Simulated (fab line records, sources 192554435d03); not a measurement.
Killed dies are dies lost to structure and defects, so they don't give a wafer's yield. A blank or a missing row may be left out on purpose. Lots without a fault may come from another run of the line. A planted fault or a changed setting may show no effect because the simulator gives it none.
Chamber matching | flow n5_finfet | N5_BEOL_M3_PRE_CLEAN_60 on cvd_co-01: 3 sister chambers
The step time 15 s. 24 wafers are shown with their chamber, then 12 later ones without.

WAFERS WITH THEIR CHAMBER
wafer  | chamber | heater_power_w (W)
L075.1 | 2       | 90
L075.2 | 1       | 83
L075.6 | 1       | 79
L077.4 | 0       | 81
L077.5 | 1       | 81
L077.6 | 2       | 89
L079.1 | 2       | 91
L079.4 | 1       | 80
L079.6 | 2       | 90
L080.2 | 1       | 81
L080.4 | 0       | 80
L080.5 | 2       | 92
L083.2 | 2       | 91
L083.3 | 0       | 80
L083.6 | 2       | 91
L087.1 | 1       | 83
L087.2 | 0       | 78
L087.5 | 1       | 83
L086.2 | 2       | 90
L086.4 | 1       | 83
L086.5 | 2       | 91
L090.2 | 1       | 83
L090.4 | 1       | 84
L090.6 | 0       | 79

SIGNATURES (means of the wafers above)
reading        | chamber 0 | chamber 1 | chamber 2 | scatter within a chamber
heater_power_w | 79.60     | 82.00     | 90.56     | 1.3
Rule: a wafer's distance from a chamber is the root of the sum, over the readings, of the square of ((its reading less the chamber's mean) divided by the reading's scatter). The wafer belongs to the nearest chamber; if the next one is less than 2 further off, it can't be placed. The scatter: the root of (the sum of the squares of (reading less its chamber's mean) over the shown wafers, divided by (wafers less chambers)).

WAFERS WITHOUT THEIR CHAMBER
wafer  | heater_power_w (W)
L092.1 | 82
L092.2 | 79
L092.4 | 93
L093.2 | 85
L093.4 | 95
L093.6 | 81
L094.1 | 81
L094.3 | 92
L094.4 | 90
L095.2 | 92
L095.5 | 80
L095.6 | 92

WHICH CHAMBER EACH WENT THROUGH
wafer  | from the rows above          | in truth
L092.1 | can't be placed: 1 or 0      | 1
L092.2 | can't be placed: 0 or 1      | 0
L092.4 | 2                            | 2
L093.2 | can't be placed: 1 or 0 or 2 | 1
L093.4 | 2                            | 2
L093.6 | can't be placed: 1 or 0      | 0
L094.1 | can't be placed: 1 or 0      | 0
L094.3 | 2                            | 2
L094.4 | 2                            | 2
L095.2 | 2                            | 2
L095.5 | can't be placed: 0 or 1      | 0
L095.6 | 2                            | 2
Placed correctly: 6 of 12. Can't be placed from these rows: 6 (the true chamber is among the candidates in 6). Placed wrongly: 0.
